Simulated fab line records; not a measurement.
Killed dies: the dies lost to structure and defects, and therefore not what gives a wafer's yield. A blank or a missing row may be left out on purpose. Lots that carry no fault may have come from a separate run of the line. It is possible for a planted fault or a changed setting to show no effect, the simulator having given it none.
Matching of chambers / flow nand harc / NHARC_A_WL_FILL_ALD_02 on ald metal-01 has 4 sister chambers
The step deposits TiN, target thk 2 nm, pulse time 3 s, ald cycles 100. 4 wafers are shown with their chamber, then 7 later ones without.

EACH WAFER AND ITS CHAMBER
wafer=L080.2; chamber=1; heater power w (W)=1096
wafer=L082.5; chamber=3; heater power w (W)=1112
wafer=L089.2; chamber=2; heater power w (W)=1163
wafer=L089.4; chamber=0; heater power w (W)=968

WAFERS WITH NO CHAMBER GIVEN
wafer=L089.5; heater power w (W)=958
wafer=L088.1; heater power w (W)=971
wafer=L088.2; heater power w (W)=1174
wafer=L088.5; heater power w (W)=1096
wafer=L091.2; heater power w (W)=952
wafer=L091.3; heater power w (W)=1163
wafer=L091.6; heater power w (W)=1193

WHICH CHAMBER EACH ONE RAN IN
wafer=L089.5; from the rows above=0; in truth=0
wafer=L088.1; from the rows above=0; in truth=0
wafer=L088.2; from the rows above=2; in truth=2
wafer=L088.5; from the rows above=can't be placed: 1 or 3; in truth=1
wafer=L091.2; from the rows above=0; in truth=0
wafer=L091.3; from the rows above=2; in truth=2
wafer=L091.6; from the rows above=2; in truth=2
Correct placement for 6 of the 7. These rows do not allow placing 1 (true chamber among the candidates in 1). Placed wrongly: 0.
How it was worked out, from the rows above alone: a wafer's distance from a chamber is the root of the sum, over the readings, of the square of ((its reading less the chamber's mean) divided by the reading's scatter). If the next closest chamber is less than 2 further off than the closest, the wafer can't be placed; otherwise it belongs to the closest. A chamber's mean is the mean of its shown wafers. The scatter: root of mean squared gap, hidden wafer to nearest shown wafer, with one shown wafer a chamber.
